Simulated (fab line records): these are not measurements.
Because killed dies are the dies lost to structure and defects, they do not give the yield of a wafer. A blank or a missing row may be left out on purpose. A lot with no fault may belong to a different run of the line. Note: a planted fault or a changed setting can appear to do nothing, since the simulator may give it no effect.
Which tool is to blame? || flow n5-finfet || 6 lots, 18 wafers sampled, at 4 steps of a route of 1938

== WHAT EACH GAUGE READ, for each wafer ==
N5_BEOL_M8_OVL_MEAS_12.
{"lot": "L572", "measured": "day 11 20:49", "on": "overlay-02", "M8_OVL (nm)": "-0.6 0.4 1.0"}
{"lot": "L575", "measured": "day 11 21:35", "on": "overlay-02", "M8_OVL (nm)": "0.7 0.5 1.0"}
{"lot": "L578", "measured": "day 12 15:41", "on": "overlay-01", "M8_OVL (nm)": "-0.3 0.2 -0.5"}
{"lot": "L583", "measured": "day 14 03:58", "on": "overlay-02", "M8_OVL (nm)": "-0.3 -0.5 -1.0"}
{"lot": "L585", "measured": "day 15 07:07", "on": "overlay-01", "M8_OVL (nm)": "0.3 0.8 -0.6"}
{"lot": "L589", "measured": "day 16 12:57", "on": "overlay-02", "M8_OVL (nm)": "-0.5 -0.8 -1.1"}

== TOOL THAT RAN EACH LOT (tool first, then ch and the chambers of the sampled wafers, then the start) ==
{"lot": "L572", "N5_BEOL_M7_SURFACE_TREAT_79": "pvd-sputter-01, day 11 14:36", "N5_BEOL_M7_ANNEAL_51": "rtp-anneal-01 ch 0, day 11 16:11", "N5_BEOL_M8_COAT_60": "litho-track-03 ch 0, day 11 20:25"}
{"lot": "L575", "N5_BEOL_M7_SURFACE_TREAT_79": "pvd-sputter-02, day 11 17:57", "N5_BEOL_M7_ANNEAL_51": "rtp-anneal-01 ch 0, day 11 18:24", "N5_BEOL_M8_COAT_60": "litho-track-01 ch 0, day 11 21:07"}
{"lot": "L578", "N5_BEOL_M7_SURFACE_TREAT_79": "pvd-sputter-03, day 12 11:05", "N5_BEOL_M7_ANNEAL_51": "rtp-anneal-01 ch 0, day 12 11:37", "N5_BEOL_M8_COAT_60": "litho-track-04 ch 0, day 12 15:16"}
{"lot": "L583", "N5_BEOL_M7_SURFACE_TREAT_79": "pvd-sputter-02, day 14 00:44", "N5_BEOL_M7_ANNEAL_51": "rtp-anneal-02 ch 0, day 14 01:10", "N5_BEOL_M8_COAT_60": "litho-track-04 ch 0, day 14 03:34"}
{"lot": "L585", "N5_BEOL_M7_SURFACE_TREAT_79": "pvd-sputter-01, day 15 03:46", "N5_BEOL_M7_ANNEAL_51": "rtp-anneal-02 ch 0, day 15 04:19", "N5_BEOL_M8_COAT_60": "litho-track-04 ch 0, day 15 06:43"}
{"lot": "L589", "N5_BEOL_M7_SURFACE_TREAT_79": "pvd-sputter-02, day 16 08:34", "N5_BEOL_M7_ANNEAL_51": "rtp-anneal-02 ch 0, day 16 09:15", "N5_BEOL_M8_COAT_60": "litho-track-01 ch 0, day 16 12:41"}
- N5_BEOL_M7_SURFACE_TREAT_79
- N5_BEOL_M7_ANNEAL_51: time 90 s.
- N5_BEOL_M8_COAT_60: time 60 s, resist thk 35 nm.

== THE ANSWER, worked out from the rows above alone ==
Rule: the lots themselves supply what counts as usual. The widest of any qualifying gaps counts: lots, ordered by their means at a reading, are off when they make up no more than a third of the lots, leave a main group of 4 or more, and stand apart from it by 3 or more times the standard deviation of that group's means. If all means in a main group match to the digits the tables above print for the reading, that group is not used. Also off: a lot with no number at a reading for which 4 or more lots have one. Any other lot the step has rows for is counted as sound.
None of the lots is off at any reading shown; this tells nothing.

== WHAT THE SIMULATOR PUT IN ==
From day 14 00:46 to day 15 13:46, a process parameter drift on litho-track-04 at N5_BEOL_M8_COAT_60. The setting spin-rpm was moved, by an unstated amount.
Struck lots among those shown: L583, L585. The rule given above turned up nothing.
